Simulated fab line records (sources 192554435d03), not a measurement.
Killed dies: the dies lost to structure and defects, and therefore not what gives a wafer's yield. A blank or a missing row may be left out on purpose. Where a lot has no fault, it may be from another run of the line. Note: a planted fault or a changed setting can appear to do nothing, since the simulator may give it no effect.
fab line records ; flow n5-finfet
record lots=5; wafers=14; last-day=19
route steps=1938 shown PMOS_HMC_CHANNEL_EPI@58 FIN_SAQP@90 PASSIVATION@1936
lots that met no fault: from a run of the same line without faults
start-h: start of the lot's first displayed wafer, in hours after the record's first day ; wait-h: hours since the lot's step before ; " same as the row above ; L1.1+2: a single row standing in for several wafers ; - value missing, or start not given ; * or withheld: withheld ; < > ~ a bound
route shown NAME@n: a module of which the file shows steps, and the number in the route of the first ; usual: mean and standard deviation over wafers with no fault ; same: alike in all rows ; chamber/n: place in a boat ; sites: the reading at each site ; _std_site: standard deviation of those values ; _edge_site: inner sites' mean taken away from outer sites' mean ; radius-mm: for every site, how far away it sits from the centre of the wafer ; mask NAME#n: copy n ; behind: the tool/chamber that last shaped the wafer ; hold: reason for holding the lot/hours on hold/outcome of the hold ; device: the n, p or np transistor that did not switch ; end of line: tests run on the same wafers once the route is complete ; a step given without rows: its recipe and nothing more ; killed: the dies lost at the first sort to structure and to defects; this is not the yield of the wafer ; map: a wafer's dies, x killed, . not, _ none there
set.NAME: the setting the step ran with; set.NAME@STEP: the setting that earlier step ran with ; model.NAME: the simulator's own value behind a step, which no gauge read
lots at selected steps of the route; one table per step, one row per wafer
services: the hour from which a tool's chamber was out of use, counted from the record's first day as start-h (under 0 if before that day), plus the number of hours and why
## steps
# step N5_PMOS_HMC_CHANNEL_EPI_COAT_31
# recipe resist=BARC; temp-c=205; time-s=60; spin-rpm=1500; resist-thk-nm=66
# step N5_PMOS_HMC_CHANNEL_EPI_COAT_03
# recipe resist=CAR-ArF-block; spin-rpm=1500; resist-thk-nm=205
# step N5_PMOS_HMC_CHANNEL_EPI_EBR_05
# recipe solvent=PGMEA; ebr-width-mm=1.5
# step N5_PMOS_HMC_CHANNEL_EPI_SOFTBAKE_04
# recipe temp-c=110; time-s=60; resist=CAR-ArF-block
# step N5_PMOS_HMC_CHANNEL_EPI_EXPOSE_06
# recipe mask-id=PMOS_HMC_BLK; na=1.35; source-shape=conventional; sigma-outer=0.8; polarization=unpolarized; target-cd-nm=240; dose-mj=41
# step N5_PMOS_HMC_CHANNEL_EPI_PEB_07
# recipe peb-temp-c=110; peb-time-s=60; resist=CAR-ArF-block
# step N5_PMOS_HMC_CHANNEL_EPI_DEVELOP_08
# recipe develop-time-s=30; developer=TMAH; resist=CAR-ArF-block; dev-temp-c=23; rinse-liquid=diw; dry=air-spin
# step N5_PMOS_HMC_CHANNEL_EPI_CD_MEAS_09
# recipe target-cd-nm=237.4; landing-energy-ev=500; detector=se-inlens
# usual cd-nm=237.4/1
lot.wafer;tool;chamber;start-h;wait-h;cd-nm
L500.2;cd-sem-01;0;17.37;-;238.8
L500.5;cd-sem-01;0;17.37;-;238.5
L510.1;cd-sem-03;0;77.96;-;239.4
L510.2;cd-sem-03;0;77.96;-;237.7
L510.3;cd-sem-03;0;77.96;-;238.7
L516.3;cd-sem-03;0;113.26;-;237.5
L516.5;cd-sem-03;0;113.26;-;237.0
L516.6;cd-sem-03;0;113.26;-;236.6
L520.2;cd-sem-02;0;137.90;-;237.2
L520.3;cd-sem-02;0;137.90;-;236.0
L520.6;cd-sem-02;0;137.90;-;238.5
L523.2;cd-sem-03;0;157.96;-;236.4
L523.4;cd-sem-03;0;157.96;-;238.6
L523.5;cd-sem-03;0;157.96;-;237.1
# step N5_PMOS_HMC_CHANNEL_EPI_OVL_MEAS_10
# recipe points-per-wafer=44
# usual PMOS_HMC_BLK_OVL=0.3/0.94
# same points-per-wafer=44
lot.wafer;tool;chamber;start-h;wait-h;PMOS_HMC_BLK_OVL[nm]
L500.2;overlay-02;0;17.40;0.0;-0.5
L500.5;overlay-02;0;17.40;0.0;0.0
L510.1;overlay-01;0;77.99;0.0;1.5
L510.2;overlay-01;0;77.99;0.0;0.3
L510.3;overlay-01;0;77.99;0.0;0.8
L516.3;overlay-01;0;113.29;0.0;1.0
L516.5;overlay-01;0;113.29;0.0;-0.8
L516.6;overlay-01;0;113.29;0.0;-0.6
L520.2;overlay-02;0;137.93;0.0;0.7
L520.3;overlay-02;0;137.93;0.0;0.5
L520.6;overlay-02;0;137.93;0.0;-0.1
L523.2;overlay-02;0;157.99;0.0;-0.1
L523.4;overlay-02;0;157.99;0.0;0.8
L523.5;overlay-02;0;157.99;0.0;-0.5
# step N5_PMOS_HMC_CHANNEL_EPI_INSPECT_11
# recipe mode=adi; inspect-instrument=macro
# usual raw-defect-count=2.0/1.4
lot.wafer;tool;chamber;start-h;wait-h;raw-defect-count
L500.2;defect-inspect-01;-;17.43;0.0;3
L500.5;defect-inspect-01;-;17.43;0.0;3
L510.1;defect-inspect-01;-;78.01;0.0;4
L510.2;defect-inspect-01;-;78.01;0.0;4
L510.3;defect-inspect-01;-;78.01;0.0;1
L516.3;defect-inspect-02;-;113.31;0.0;0
L516.5;defect-inspect-02;-;113.31;0.0;3
L516.6;defect-inspect-02;-;113.31;0.0;5
L520.2;defect-inspect-02;-;137.96;0.0;3
L520.3;defect-inspect-02;-;137.96;0.0;0
L520.6;defect-inspect-02;-;137.96;0.0;2
L523.2;defect-inspect-01;-;158.01;0.0;4
L523.4;defect-inspect-01;-;158.01;0.0;2
L523.5;defect-inspect-01;-;158.01;0.0;2
# step N5_PMOS_HMC_CHANNEL_EPI_DESCUM_14
# recipe chemistry=O2; time-s=7.9; source-power-w=50; bias-power-w=20; pressure-mtorr=20; rf-frequency-hz=2.712e+07; temp-c=40; resist=CAR-ArF-block; o2-flow-sccm=225
# step N5_PMOS_HMC_CHANNEL_EPI_ETCH_32
# recipe chemistry=N2/H2; target=BARC; stop-on=SiO2; target-depth-a=858; over-etch-frac=0.3; time-s=50.3; ion-energy-ev=200; mask-material=CAR-ArF-block; pressure-mtorr=30; source-w=840; bias-w=150; n2-flow-sccm=200; h2-flow-sccm=200
# usual chamber-pressure-mTorr=29.999/0.028; drypump-motor-current-A=5.5/0.51; h2-flow-sccm=200.0/0.6; oes-product-au=0.66/0.049; rf-vpp-V=524.8/1.7; showerhead-plenum-p-Torr=2.58/0.059; throttle-valve-pct=17.91/0.19
# same over-etch-frac=0.3
lot.wafer;tool;chamber;start-h;wait-h;chamber-pressure-mTorr;drypump-motor-current-A;h2-flow-sccm;oes-product-au;rf-hours-counter-h;rf-vpp-V;showerhead-plenum-p-Torr;throttle-valve-pct
L500.2;rie-diel-06;1;17.67;0.0;29.979;5.5;201.4;0.68;123;526.6;2.66;18.01
L500.5;rie-diel-06;0;17.67;0.0;29.978;4.9;200.4;0.62;-;522.3;2.54;17.63
L510.1;rie-diel-04;0;78.10;0.0;30.030;5.1;199.4;0.71;60;525.6;2.57;17.71
L510.2;rie-diel-04;3;78.10;0.0;29.932;5.2;200.3;0.75;26;525.3;2.59;17.72
L510.3;rie-diel-04;1;78.10;0.0;30.038;6.2;200.4;0.67;132;526.2;2.66;17.82
L516.3;rie-diel-06;2;113.38;0.0;29.998;5.8;199.9;0.66;142;524.8;2.54;18.18
L516.5;rie-diel-06;3;113.38;0.0;29.981;6.3;200.7;0.58;-;523.1;2.52;18.19
L516.6;rie-diel-06;0;113.38;0.0;29.995;4.9;199.5;0.60;-;524.1;2.53;17.69
L520.2;rie-diel-06;1;138.29;0.0;29.971;5.5;200.7;0.65;161;525.2;2.64;18.06
L520.3;rie-diel-06;0;138.29;0.0;30.017;4.9;200.0;0.60;-;523.4;2.52;17.69
L520.6;rie-diel-06;0;138.29;0.0;30.029;4.9;199.1;0.60;-;521.4;2.52;17.68
L523.2;rie-diel-04;1;158.08;0.0;30.009;6.1;200.1;0.65;159;527.1;2.65;17.88
L523.4;rie-diel-04;0;158.08;0.0;30.009;5.1;200.1;0.68;87;524.5;2.56;17.73
L523.5;rie-diel-04;2;158.08;0.0;29.971;5.0;199.7;0.74;-;522.0;2.46;17.90
# step N5_PMOS_HMC_CHANNEL_EPI_HM_OPEN_15
# recipe chemistry=CHF3/O2; target=SiO2; mask-material=CAR-ArF-block; target-depth-a=406; CHF3_flow_sccm=50; O2_flow_sccm=5; Ar_flow_sccm=200; time-s=20.3; pressure-mtorr=30; source-w=650; bias-w=170; ion-energy-ev=200
# usual O2_flow_sccm=5.000/0.016; chamber-pressure-mTorr=30.00/0.032; drypump-motor-current-A=5.5/0.51; oes-product-au=0.77/0.062; rf-vpp-V=523/7.7; showerhead-plenum-p-Torr=2.45/0.055; throttle-valve-pct=18.91/0.17
lot.wafer;tool;chamber;start-h;wait-h;O2_flow_sccm;chamber-pressure-mTorr;drypump-motor-current-A;oes-product-au;rf-hours-counter-h;rf-vpp-V;showerhead-plenum-p-Torr;throttle-valve-pct;model.CAR-ArF-block_of_PMOS_HMC_CHANNEL_EPI_COAT_03.thk-nm;model.etch.depth-nm
L500.2;rie-diel-06;1;17.71;0.0;5.014;29.99;5.5;0.79;123;520;2.52;19.04;91.65;41.02
L500.5;rie-diel-06;0;17.71;0.0;4.982;29.98;4.9;0.73;-;517;2.41;18.65;93.81;40.13
L510.1;rie-diel-04;0;78.14;0.0;4.998;30.00;5.1;0.84;60;518;2.44;18.83;90.36;41.08
L510.2;rie-diel-04;3;78.14;0.0;5.006;29.98;5.3;0.88;26;515;2.47;18.82;90.53;40.66
L510.3;rie-diel-04;1;78.14;0.0;4.986;30.00;6.1;0.78;132;526;2.52;18.80;91.41;40.38
L516.3;rie-diel-06;2;113.42;0.0;5.020;29.97;5.7;0.59;142;528;2.40;19.06;107.7;24.97
L516.5;rie-diel-06;3;113.42;0.0;4.982;30.01;6.3;0.68;-;521;2.38;19.08;91.79;40.16
L516.6;rie-diel-06;0;113.42;0.0;4.986;30.05;4.9;0.70;-;517;2.40;18.69;92.53;40.03
L520.2;rie-diel-06;1;138.36;0.0;5.015;29.98;5.5;0.77;161;522;2.51;19.09;88.94;41.33
L520.3;rie-diel-06;0;138.36;0.0;5.002;29.99;4.9;0.69;-;517;2.39;18.70;92.07;40.14
L520.6;rie-diel-06;0;138.36;0.0;4.997;30.03;4.9;0.70;-;516;2.40;18.71;92.88;39.89
L523.2;rie-diel-04;1;158.12;0.0;4.999;30.00;6.2;0.76;159;525;2.51;18.85;92.19;40.14
L523.4;rie-diel-04;0;158.12;0.0;4.995;30.00;5.1;0.81;87;520;2.43;18.88;89.93;41.23
L523.5;rie-diel-04;2;158.12;0.0;4.989;29.99;5.0;0.88;-;546;2.36;19.04;90.52;41.78
# step N5_PMOS_HMC_CHANNEL_EPI_STRIP_33
# recipe chemistry=N2/H2; power-w=500; temp-c=40; pressure-mtorr=50; rf-frequency-hz=6e+07; overash-fraction=0.3; bias-power-w=8; h2-frac=0.5; n2-flow-sccm=300; h2-flow-sccm=300
# step N5_PMOS_HMC_CHANNEL_EPI_STRIP_17
# recipe chemistry=SPM; time-s=750; temp-c=130; h2so4-h2o2-vol-ratio=4; dry=ipa-marangoni
# step N5_PMOS_HMC_CHANNEL_EPI_ETCH_38
# recipe chemistry=CF4; target=SiO2; target-depth-a=15; ion-energy-ev=350; pressure-mtorr=10; icp-w=800; bias-w=400; cf4-flow-sccm=80
# step N5_PMOS_HMC_CHANNEL_EPI_FIN_RECESS_16
# recipe chemistry=HBr/Cl2; target=Si; mask-material=SiO2; target-depth-a=540; time-s=18; pressure-mtorr=10; icp-w=800; bias-w=75; HBr_flow_sccm=150; Cl2_flow_sccm=80
# usual chamber-pressure-mTorr=10.000/0.0094; drypump-motor-current-A=5.7/0.47; oes-product-au=0.998/0.015; throttle-valve-pct=35.42/0.23
lot.wafer;tool;chamber;start-h;wait-h;chamber-pressure-mTorr;drypump-motor-current-A;oes-product-au;rf-hours-counter-h;throttle-valve-pct
L500.2;rie-si-04;0;18.09;0.0;9.997;5.3;0.995;171;35.54
L500.5;rie-si-04;0;18.09;0.0;9.995;5.3;0.994;-;35.52
L510.1;rie-si-03;0;78.52;0.0;9.995;6.0;0.969;2;35.46
L510.2;rie-si-03;1;78.52;0.0;9.990;6.0;1.008;145;35.67
L510.3;rie-si-03;2;78.52;0.0;9.989;4.7;1.013;105;35.41
L516.3;rie-si-02;2;113.80;0.0;9.993;5.5;0.998;37;35.61
L516.5;rie-si-02;0;113.80;0.0;10.012;6.5;0.998;-;34.91
L516.6;rie-si-02;3;113.80;0.0;9.997;5.1;1.008;-;35.71
L520.2;rie-si-02;1;138.79;0.0;9.996;6.2;1.005;82;35.51
L520.3;rie-si-02;0;138.79;0.0;9.989;6.5;0.994;5;34.92
L520.6;rie-si-02;1;138.79;0.0;9.991;6.2;1.004;-;35.50
L523.2;rie-si-03;0;158.50;0.0;10.018;6.0;0.982;3;35.45
L523.4;rie-si-03;3;158.50;0.0;9.998;5.7;1.016;28;35.24
L523.5;rie-si-03;1;158.50;0.0;9.990;6.0;1.006;-;35.68
# step N5_PMOS_HMC_CHANNEL_EPI_PRECLEAN_36
# recipe chemistry=O3/DIW; time-s=45; temp-c=22; o3-ppm=10
# step N5_PMOS_HMC_CHANNEL_EPI_PRECLEAN_18
# recipe chemistry=DHF; time-s=30; temp-c=25; dilution=withheld
# step N5_PMOS_HMC_CHANNEL_EPI_SRD_19
# recipe dry=ipa-marangoni; do-ppb=5; time-s=30; temp-c=23; rinse-liquid=diw
# step N5_PMOS_HMC_CHANNEL_EPI_EPI_20
# recipe material=SiGe30; mask-material=SiO2; pressure-torr=20; target-thk-a=590; temp-c=600
# step N5_PMOS_HMC_CHANNEL_EPI_HM_STRIP_35
# recipe chemistry=dHF; temp-c=25; material=SiO2; target=SiO2; target-depth-a=396; time-s=216
# step N5_PMOS_HMC_CHANNEL_EPI_SRD_39
# recipe dry=ipa-marangoni; time-s=30; temp-c=23; rinse-liquid=diw
# step N5_PMOS_HMC_CHANNEL_EPI_CMP_21
# recipe material=SiGe30; post-cmp-clean=alkaline-brush; target-thk-nm=54
# step N5_PMOS_HMC_CHANNEL_EPI_PRECLEAN_40
# recipe chemistry=DHF; time-s=30; temp-c=25; dilution=withheld
# step N5_PMOS_HMC_CHANNEL_EPI_PRECLEAN_37
# recipe chemistry=O3/DIW; time-s=45; temp-c=22; o3-ppm=10
# step N5_PMOS_HMC_CHANNEL_EPI_PRECLEAN_24
# recipe chemistry=DHF; time-s=30; temp-c=25; dilution=withheld
# step N5_PMOS_HMC_CHANNEL_EPI_SRD_25
# recipe dry=ipa-marangoni; do-ppb=5; time-s=30; temp-c=23; rinse-liquid=diw
# step N5_PMOS_HMC_CHANNEL_EPI_EPI_26
# recipe material=Si; target-thk-a=38; temp-c=650; precursor=SiH4/H2; pressure-torr=20; time-s=22.7
# usual throttle-valve-pct=11.3/0.5
lot.wafer;tool;chamber;start-h;wait-h;throttle-valve-pct
L500.2;epi-rpcvd-04;0;20.07;0.1;10.4
L500.5;epi-rpcvd-04;0;20.07;0.1;10.5
L510.1;epi-rpcvd-01;0;80.43;0.0;11.3
L510.2;epi-rpcvd-01;0;80.43;0.0;11.3
L510.3;epi-rpcvd-01;0;80.43;0.0;11.5
L516.3;epi-rpcvd-01;0;115.82;0.1;11.2
L516.5;epi-rpcvd-01;0;115.82;0.1;11.2
L516.6;epi-rpcvd-01;0;115.82;0.1;11.1
L520.2;epi-rpcvd-03;0;140.77;0.1;11.6
L520.3;epi-rpcvd-03;0;140.77;0.1;11.4
L520.6;epi-rpcvd-03;0;140.77;0.1;11.6
L523.2;epi-rpcvd-03;0;160.49;0.1;11.6
L523.4;epi-rpcvd-03;0;160.49;0.1;11.4
L523.5;epi-rpcvd-03;0;160.49;0.1;11.6
# step N5_PMOS_HMC_CHANNEL_EPI_INSPECT_30
# recipe inspect-instrument=darkfield; mode=post-epi
# usual raw-defect-count=18/7.2
lot.wafer;tool;chamber;start-h;wait-h;raw-defect-count
L500.2;defect-inspect-01;-;20.47;0.0;17
L500.5;defect-inspect-01;-;20.47;0.0;21
L510.1;defect-inspect-02;-;80.80;0.0;11
L510.2;defect-inspect-02;-;80.80;0.0;22
L510.3;defect-inspect-02;-;80.80;0.0;38
L516.3;defect-inspect-01;-;116.09;0.0;16
L516.5;defect-inspect-01;-;116.09;0.0;4
L516.6;defect-inspect-01;-;116.09;0.0;15
L520.2;defect-inspect-01;-;141.17;0.0;13
L520.3;defect-inspect-01;-;141.17;0.0;10
L520.6;defect-inspect-01;-;141.17;0.0;13
L523.2;defect-inspect-01;-;160.89;0.0;15
L523.4;defect-inspect-01;-;160.89;0.0;17
L523.5;defect-inspect-01;-;160.89;0.0;20
# step N5_FIN_SAQP_PRECLEAN_42
# recipe chemistry=O3/DIW; time-s=60; temp-c=22; o3-ppm=10
# step N5_FIN_SAQP_PRECLEAN_00
# recipe chemistry=SC1; time-s=60; temp-c=55; mix=1:2:50
# step N5_FIN_SAQP_PRECLEAN_44
# recipe chemistry=SC2; time-s=45; temp-c=35; mix=1:1:50
# step N5_FIN_SAQP_SRD_01
# recipe dry=ipa-marangoni; time-s=30; temp-c=23; rinse-liquid=diw
# step N5_FIN_SAQP_ALD_61
# recipe material=SiO2; target-thk-a=40; temp-c=300; ald-precursor-family=BDEAS; ald-co-reactant=O2-plasma; pulse-time-s=1; purge-time-s=2; co-reactant-purge-time-s=2; ald-cycles=43; pressure-torr=2
# usual heater-power-w=479/42; precursor-pulse-height-rel=1.002/0.02
# same ald-cycles=43
lot.wafer;tool;chamber;start-h;wait-h;heater-power-w;precursor-pulse-height-rel
L500.2;ald-sin-03;0;20.59;0.0;440;1.004
L500.5;ald-sin-03;3;20.59;0.0;430;1.011
L510.1;ald-sin-04;1;80.92;0.0;525;1.029
L510.2;ald-sin-04;3;80.92;0.0;417;0.946
L510.3;ald-sin-04;0;80.92;0.0;566;0.999
L516.5;ald-sin-03;1;116.30;0.1;496;1.024
L516.6;ald-sin-03;2;116.30;0.1;478;1.004
L520.2;ald-sin-03;2;141.29;0.0;473;0.989
L520.3;ald-sin-03;0;141.29;0.0;439;1.004
L520.6;ald-sin-03;2;141.29;0.0;472;1.008
L523.2;ald-sin-03;2;161.01;0.0;495;1.043
L523.4;ald-sin-03;3;161.01;0.0;438;1.034
L523.5;ald-sin-03;0;161.01;0.0;439;1.038
# step N5_FIN_SAQP_DENSIFY_62
# recipe temp-c=700; time-s=60; ambient=N2; idle-temp-c=600; ramp-up-c-per-s=150; ramp-down-c-per-s=60; cool-to-c=600
# usual lamp-power-pct=9.85/0.057; lamp_zone_2_pct=9.845/0.011; lamp_zone_6_pct=9.770/0.011; wafer_temp_C_max=703.3/0.64
lot.wafer;tool;chamber;start-h;wait-h;lamp-power-pct;lamp_zone_2_pct;lamp_zone_6_pct;wafer_temp_C_max
L500.2;rtp-anneal-01;0;20.83;0.1;9.88;9.850;9.779;704.0
L500.5;rtp-anneal-01;0;20.83;0.1;9.89;9.842;9.757;703.2
L510.1;rtp-anneal-02;0;81.26;0.3;9.91;9.862;9.771;703.1
L510.2;rtp-anneal-02;0;81.26;0.3;9.82;9.876;9.770;702.7
L510.3;rtp-anneal-02;0;81.26;0.3;9.89;9.862;9.774;703.8
L516.5;rtp-anneal-01;0;116.54;0.2;9.81;9.869;9.771;703.5
L516.6;rtp-anneal-01;0;116.54;0.2;9.77;9.829;9.777;702.3
L520.2;rtp-anneal-01;0;141.88;0.5;9.84;9.841;9.773;703.2
L520.3;rtp-anneal-01;0;141.88;0.5;9.85;9.838;9.780;703.0
L520.6;rtp-anneal-01;0;141.88;0.5;9.89;9.837;9.768;703.1
L523.2;rtp-anneal-01;0;161.65;0.6;9.89;9.842;9.763;703.3
L523.4;rtp-anneal-01;0;161.65;0.6;9.80;9.865;9.785;703.3
L523.5;rtp-anneal-01;0;161.65;0.6;9.83;9.849;9.758;703.8
# step N5_FIN_SAQP_HM_DEP_03
# recipe material=SiNx; target-thk-a=380; temp-c=400; precursor=SiH4/NH3/N2; pressure-torr=1.5; rf-w=300; time-s=33.6
# step N5_FIN_SAQP_THK_MEAS_05
# usual thk-nm=37.7/0.5
lot.wafer;tool;chamber;start-h;wait-h;thk-nm
L500.2;film-metro-01;-;21.10;0.1;37.8
L500.5;film-metro-01;-;21.10;0.1;38.4
L510.1;film-metro-02;-;81.56;0.1;37.7
L510.2;film-metro-02;-;81.56;0.1;37.2
L510.3;film-metro-02;-;81.56;0.1;37.2
L516.5;film-metro-01;-;116.72;0.0;37.5
L516.6;film-metro-01;-;116.72;0.0;37.6
L520.2;film-metro-02;-;142.17;0.1;37.6
L520.3;film-metro-02;-;142.17;0.1;37.9
L520.6;film-metro-02;-;142.17;0.1;38.1
L523.2;film-metro-01;-;162.09;0.1;37.5
L523.4;film-metro-01;-;162.09;0.1;37.6
L523.5;film-metro-01;-;162.09;0.1;38.0
# step N5_FIN_SAQP_PECVD_47
# recipe material=a-Si; target-thk-a=450; temp-c=400; precursor=SiH4/He; pressure-torr=3; rf-w=100; time-s=36.3
# step N5_FIN_SAQP_PECVD_48
# recipe material=SiNx; target-thk-a=250; temp-c=400; precursor=SiH4/NH3/N2; pressure-torr=1.5; rf-w=300; time-s=22.1
# step N5_PASSIVATION_PROBE_49
# usual killed_at_M0_to_M3=33/9.9; killed_at_M4_up=14/6.4; killed-at-contacts=12/7; killed-at-front-end=41/13; killed-at-other=3.1/2.9; killed-dies=103/20; killed-on-rim=13/4; killed-open=67/14; killed-short=34/9.4
# same gross-dies=1180; killed-at-back-side=0
lot.wafer;tool;chamber;start-h;wait-h;killed_at_M0_to_M3;killed_at_M4_up;killed-at-contacts;killed-at-front-end;killed-at-other;killed-dies;killed-on-rim;killed-open;killed-short
L500.2;prober-02;-;265.61;0.1;46;12;22;31;5;116;13;82;31
L500.5;prober-02;-;265.76;0.2;35;11;21;15;3;85;16;55;28
L516.3;prober-02;-;395.21;0.1;14;15;17;1131;3;1180;152;60;35
L520.2;prober-01;-;431.64;0.1;20;5;9;33;8;75;10;46;29
L520.3;prober-01;-;431.69;0.1;24;11;17;29;2;83;8;57;26
L520.6;prober-01;-;431.84;0.3;19;12;27;26;6;90;14;57;33
# killed by level:class
L500.2 MOL_CONTACT_COAG:geometric-particle:open=17 BEOL_M3:geometric-particle:open=14 BEOL_M0_SAQP:geometric-particle:short=8 BEOL_M1:geometric-particle:open=6 STI_FIN_REVEAL:geometric-particle:open=5 GATE_CUT:geometric-particle:open=5 MOL_CONTACT_COAG:geometric-particle:short=5 BEOL_M0_SAQP:geometric-particle:open=5
L500.5 MOL_CONTACT_COAG:geometric-particle:open=15 BEOL_M3:geometric-particle:open=14 MOL_CONTACT_COAG:geometric-particle:short=6 BEOL_M0_SAQP:geometric-particle:short=6 BEOL_M0_SAQP:geometric-particle:open=5 BEOL_M1:geometric-particle:open=4 BEOL_M8:geometric-particle:open=3 STARTING-WAFER:geometric-particle:short=3
L516.3 PMOS_HMC_CHANNEL_EPI:area-open=1083 FIN_SAQP:geometric-particle:short=19 MOL_CONTACT_COAG:geometric-particle:open=14 FIN_SAQP:geometric-particle:open=12 BEOL_M4:geometric-particle:open=8 BEOL_M2:geometric-particle:open=5 STARTING-WAFER:geometric-particle:open=5 GATE_CUT:geometric-particle:short=4
L520.2 STI_FIN_REVEAL:geometric-particle:open=9 MOL_CONTACT_COAG:geometric-particle:open=9 FIN_SAQP:geometric-particle:short=6 BEOL_M0_SAQP:geometric-particle:short=5 BEOL_M0_SAQP:geometric-particle:open=5 BEOL_M2:geometric-particle:open=5 PAD_METAL:geometric-particle:short=5 FIN_SAQP:geometric-particle:open=3
L520.3 MOL_CONTACT_COAG:geometric-particle:open=17 STI_FIN_REVEAL:geometric-particle:open=8 STI_FIN_REVEAL:geometric-particle:short=5 BEOL_M3:geometric-particle:open=5 BEOL_M0_SAQP:geometric-particle:open=4 BEOL_M4:geometric-particle:open=4 DUMMY_GATE:geometric-particle:open=3 BEOL_M0_SAQP:geometric-particle:short=3
L520.6 MOL_CONTACT_COAG:geometric-particle:open=20 STI_FIN_REVEAL:geometric-particle:open=12 MOL_CONTACT_COAG:geometric-particle:short=7 BEOL_M3:geometric-particle:open=5 BEOL_M4:geometric-particle:open=5 BEOL_M1:geometric-particle:short=4 STI_FIN_REVEAL:geometric-particle:short=3 BEOL_M0_SAQP:geometric-particle:short=3
# map L516.3 (x killed, . not)
_________________xxxxxxxxxxxx________________
______________xxxxxxxxxxxxxxxxxx_____________
___________xxxxxxxxxxxxxxxxxxxxxxxx__________
__________xxxxxxxxxxxxxxxxxxxxxxxxxx_________
________xxxxxxxxxxxxxxxxxxxxxxxxxxxxxx_______
_______xxxxxxxxxxxxxxxxxxxxxxxxxxxxxxxx______
______xxxxxxxxxxxxxxxxxxxxxxxxxxxxxxxxxx_____
_____xxxxxxxxxxxxxxxxxxxxxxxxxxxxxxxxxxxx____
____xxxxxxxxxxxxxxxxxxxxxxxxxxxxxxxxxxxxxx___
___xxxxxxxxxxxxxxxxxxxxxxxxxxxxxxxxxxxxxxxx__
___xxxxxxxxxxxxxxxxxxxxxxxxxxxxxxxxxxxxxxxx__
__xxxxxxxxxxxxxxxxxxxxxxxxxxxxxxxxxxxxxxxxxx_
__xxxxxxxxxxxxxxxxxxxxxxxxxxxxxxxxxxxxxxxxxx_
_xxxxxxxxxxxxxxxxxxxxxxxxxxxxxxxxxxxxxxxxxxxx
_xxxxxxxxxxxxxxxxxxxxxxxxxxxxxxxxxxxxxxxxxxxx
_xxxxxxxxxxxxxxxxxxxxxxxxxxxxxxxxxxxxxxxxxxxx
_xxxxxxxxxxxxxxxxxxxxxxxxxxxxxxxxxxxxxxxxxxxx
_xxxxxxxxxxxxxxxxxxxxxxxxxxxxxxxxxxxxxxxxxxxx
_xxxxxxxxxxxxxxxxxxxxxxxxxxxxxxxxxxxxxxxxxxxx
_xxxxxxxxxxxxxxxxxxxxxxxxxxxxxxxxxxxxxxxxxxxx
_xxxxxxxxxxxxxxxxxxxxxxxxxxxxxxxxxxxxxxxxxxxx
__xxxxxxxxxxxxxxxxxxxxxxxxxxxxxxxxxxxxxxxxxx_
__xxxxxxxxxxxxxxxxxxxxxxxxxxxxxxxxxxxxxxxxxx_
___xxxxxxxxxxxxxxxxxxxxxxxxxxxxxxxxxxxxxxxx__
___xxxxxxxxxxxxxxxxxxxxxxxxxxxxxxxxxxxxxxxx__
____xxxxxxxxxxxxxxxxxxxxxxxxxxxxxxxxxxxxxx___
_____xxxxxxxxxxxxxxxxxxxxxxxxxxxxxxxxxxxx____
______xxxxxxxxxxxxxxxxxxxxxxxxxxxxxxxxxx_____
_______xxxxxxxxxxxxxxxxxxxxxxxxxxxxxxxx______
________xxxxxxxxxxxxxxxxxxxxxxxxxxxxxx_______
__________xxxxxxxxxxxxxxxxxxxxxxxxxx_________
___________xxxxxxxxxxxxxxxxxxxxxxxx__________
______________xxxxxxxxxxxxxxxxxx_____________
_________________xxxxxxxxxxxx________________
# map L520.6 (x killed, . not)
_________________.........x..________________
______________.................._____________
___________x.......................__________
__________................x........._________
________.......x......................_______
_______................................______
______..........x.........x......x......_____
_____................x.......x.x...x.....____
____....................x.............x...___
___..............................x...x.....__
___...................x.............x......__
__......x...............x..............x.x.._
__...........................x.............._
_.x....x....................................x
_...x...................x.x..................
_.x...........x..........x...................
_........................x....x..............
_.......x..x.............x...x..............x
_..................x....x...................x
_..........x.x..........xx....xx.............
_............x......x...............x........
__..............................x..........._
__............................x.x..........._
___.............x..........................__
___...........x......x.....xx..............__
____..x.....................xx...xx....x..___
_____........x..x.......x..........x.....____
______..................x....x.......x.._____
_______................x...x...........______
________x.............x..............._______
__________....x.x..........x......xx_________
___________.....x..x.....x.........__________
______________.xx.x.x........x.x_____________
_________________.x..........________________
## services
tool;chamber;start-h;hours;kind
epi-rpcvd-01;-;-4.20;0.4;repair
rie-si-02;1;0.18;3.8;repair
rie-si-04;3;8.81;11.5;repair
rie-diel-06;2;11.06;20.0;repair
rie-diel-06;0;26.47;6.5;repair
ald-sin-04;3;60.60;13.3;repair
rie-diel-04;2;77.28;6.0;repair
ald-sin-04;-;87.53;14.0;pm
ald-sin-04;0;87.53;14.0;vent-cycle
ald-sin-04;1;87.53;14.0;vent-cycle
ald-sin-04;2;87.53;14.0;vent-cycle
ald-sin-04;3;87.53;14.0;vent-cycle
ald-sin-04;0;101.53;-;clean
ald-sin-04;1;101.53;-;clean
ald-sin-03;1;116.87;3.1;repair
ald-sin-03;2;117.68;11.0;repair
rtp-anneal-02;-;118.69;61.9;pm
rie-diel-04;3;133.61;22.5;repair
rie-diel-06;2;136.40;2.6;repair
rie-diel-06;3;139.23;-;clean
rie-diel-06;3;139.23;-;consumable-replace:focus-ring
rie-diel-06;3;139.23;27.9;scheduled-down
rie-diel-06;3;139.23;27.9;vent-cycle
rie-si-04;3;145.41;3.3;repair
## key
first-sign step=N5_PASSIVATION_PROBE_49; reading=killed-at-front-end; direction=up; sigmas=83; usual=41; struck=1131
effect step=N5_PASSIVATION_PROBE_49; reading=killed-dies; direction=up; sigmas=53; usual=103; struck=1180
model-effect step=N5_PMOS_HMC_CHANNEL_EPI_HM_OPEN_15; value=CAR-ArF-block_of_PMOS_HMC_CHANNEL_EPI_COAT_03.thk-nm; without=92.89; struck=107.7
more-kills-born-at N5_PMOS_HMC_CHANNEL_EPI_HM_OPEN_15@rie-diel-06=1083
met-at N5_PMOS_HMC_CHANNEL_EPI_HM_OPEN_15
struck-wafers L516.3
later-rows-left-out L516.3
tester-left-out L516
fault kind=process-parameter-drift; tool=rie-diel-06; chamber=2; onset-h=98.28; steps=N5_PMOS_HMC_CHANNEL_EPI_HM_OPEN_15; channel=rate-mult; offset=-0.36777; shape=step
# tester-left-out: of these lots the tester's yield and bins aren't shown, on N5 and GAA mostly nor the transistor test; their killed dies are dies lost to structure and defects alone, not to doping, threshold or leakage, so they don't give the yield
# later-rows-left-out: the simulator's readings of these wafers behind a module that went badly wrong aren't trusted and aren't shown, but for the sort
